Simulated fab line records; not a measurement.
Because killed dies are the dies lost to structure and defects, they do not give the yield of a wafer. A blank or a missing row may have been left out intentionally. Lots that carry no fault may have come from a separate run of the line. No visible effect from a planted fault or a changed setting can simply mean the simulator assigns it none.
A struck lot beside a sound one :: flow nand_harc :: 27 steps out of a route of 1159
Sound: wafers L441.3, L441.4, L441.5. Wafers L442.2, L442.4, L442.6 were the ones struck. The cause is given at the end.
At each step with rows: each side's tool, then ch and its chambers, then its first start. Under that, the readings that differ: sound wafers :: struck wafers :: difference of the means :: sigmas: that difference in standard deviations of wafers without a fault.
alike: a reading whose means differ by less than 2 such deviations, as well as words and numbers matching on both sides. not compared: withheld readings; readings where some wafer has no value; bounds like >300 that might hide an equal value; numbers whose values overlap and for which the record gives no deviation.
The two part at a step that has a row with sigmas, a row that says differs or no value, or rows on one side only. When numbers do not overlap yet have no deviation, they are printed without sigmas and do not part them. Lack of a reading on every wafer of one side parts them only where that side has two or more wafers.

first, 2 steps without rows for these wafers: NHARC_A_M0_DEGAS_28 (time 60 s); NHARC_A_M0_PRE_CLEAN_29 (time 30 s).
NHARC_A_M0_PVD_20: deposits TaN, target thk 5 nm, time 8.06 s.
  sound on pvd_sputter-01; struck on pvd_sputter-01
  alike: chamber_pressure_pa, throttle_valve_pct
NHARC_A_M0_PVD_21: deposits Cu, target thk 30 nm, time 20.49 s.
  sound on pvd_sputter-01; struck on pvd_sputter-01
  alike: chamber_pressure_pa, throttle_valve_pct
then, 2 steps without rows for these wafers: NHARC_A_M0_ECD_22 (material Cu, target thk 400 nm); NHARC_A_M0_ANNEAL_30 (time 90 s).
NHARC_A_M0_CMP_23: polishes, t overpolish 20 s, target thk 113.75 nm.
  sound on cmp-03 ch 0,2,3, day 21 08:13; struck on cmp-04 ch 0,1,3, day 20 16:45
  alike: motor_current_A, time_to_endpoint_s
NHARC_A_M0_THK_MEAS_24: measures by xrf.
  sound on film_metro-02 at day 21 08:32; struck on film_metro-02 at day 20 17:01
  alike: thk_nm
then, 1 step without rows for these wafers: NHARC_A_M0_SRD_25.
NHARC_A_M0_INSPECT_27:
  sound on defect_inspect-02 at day 21 08:41; struck on defect_inspect-01 at day 20 17:10
  alike: raw_defect_count
NHARC_A_M0_PRE_CLEAN_31: time 12 s.
  sound on pecvd-01 ch 0,1, day 21 08:47; struck on pecvd-04 ch 0,1, day 20 17:47
  alike: heater_power_w, rf_fwd_power_W
NHARC_A_M0_DEP_32: deposits SiCN, target thk 30 nm.
  sound on pecvd-01 ch 0,1, day 21 09:00; struck on pecvd-04 ch 0,1, day 20 17:52
  alike: heater_power_w, rf_fwd_power_W
then, 10 steps without rows for these wafers: NHARC_A_M1_DEP_00 (deposits SiOC, target thk 182.5 nm); NHARC_A_M1_DEHYDRATE_01 (time 120 s); NHARC_A_M1_HMDS_02 (time 30 s); NHARC_A_M1_COAT_34 (time 65 s); NHARC_A_M1_COAT_03 (resist thk 90 nm); NHARC_A_M1_SOFTBAKE_04 (time 55 s); NHARC_A_M1_EBR_05; NHARC_A_M1_EXPOSE_06 (exposes mask A M1, target cd 120 nm); NHARC_A_M1_PEB_07 (peb time 65 s); NHARC_A_M1_DEVELOP_08 (develop time 35 s).
NHARC_A_M1_CD_MEAS_09: the cd target is 120 nm.
  sound on cd_sem-03 ch 0, day 21 10:08; struck on cd_sem-03 ch 0, day 20 19:13
  alike: cd_nm
NHARC_A_M1_OVL_MEAS_10: pitch 240 nm.
  sound on overlay-01 at day 21 10:13; struck on overlay-01 at day 20 19:19
  alike: overlay_x_nm, overlay_y_nm
NHARC_A_M1_INSPECT_11:
  sound on defect_inspect-02 at day 21 10:16; struck on defect_inspect-02 at day 20 19:21
reading: raw_defect_count
sound: 20 15 11
struck: 563 548 567
difference: +544
sigmas: +45
NHARC_A_M1_DESCUM_14: chemistry O2, time 3 s.
  sound on rie_diel-10 ch 0,1,2, day 21 10:20; struck on rie_diel-10 ch 0,2,3, day 20 19:25
  alike: drypump_motor_current_A, oes_product_au, rf_vpp_V, showerhead_plenum_p_Torr, throttle_valve_pct
  not compared: rf_hours_counter_h
NHARC_END_SORT_01:
  sound on prober-01 ch 0, day 22 23:41; struck on prober-02 ch 0, day 22 09:12
reading: defect_limited_yield (%)
sound: 97.3 97.2 97.2
struck: 87.9 91.0 88.8
difference: -8.0
sigmas: -6

reading: killed_at_array
sound: 15 14 14
struck: 80 59 74
difference: +57
sigmas: +6

reading: killed_dies
sound: 18 19 19
struck: 82 61 76
difference: +54
sigmas: +6

reading: sort_bin_2_pct (%)
sound: 0.7 0.7 1.2
struck: 4.4 3.0 5.5
difference: +3.4
sigmas: +6

reading: sort_bin_3_pct (%)
sound: 0.15 0 0.15
struck: 2.66 2.22 2.51
difference: +2.36
sigmas: +14

reading: sort_bin_4_pct (%)
sound: 1.8 2.1 1.5
struck: 5.0 3.8 3.2
difference: +2.2
sigmas: +2

reading: sort_n_pass
sound: 659 658 658
struck: 595 616 601
difference: -54
sigmas: -6

reading: sort_rim_yield_pct (%)
sound: 98.1 96.2 97.2
struck: 84.9 86.8 87.7
difference: -10.7
sigmas: -5

reading: sort_yield_pct (%)
sound: 97.3 97.2 97.2
struck: 87.9 91.0 88.8
difference: -8.0
sigmas: -6
  alike: killed_at_other, killed_at_periphery, killed_open, killed_short

## WHERE THEY PART
At NHARC_A_M1_INSPECT_11 first; at NHARC_END_SORT_01 last (within this record only).

WHY: what had been put in by the simulator
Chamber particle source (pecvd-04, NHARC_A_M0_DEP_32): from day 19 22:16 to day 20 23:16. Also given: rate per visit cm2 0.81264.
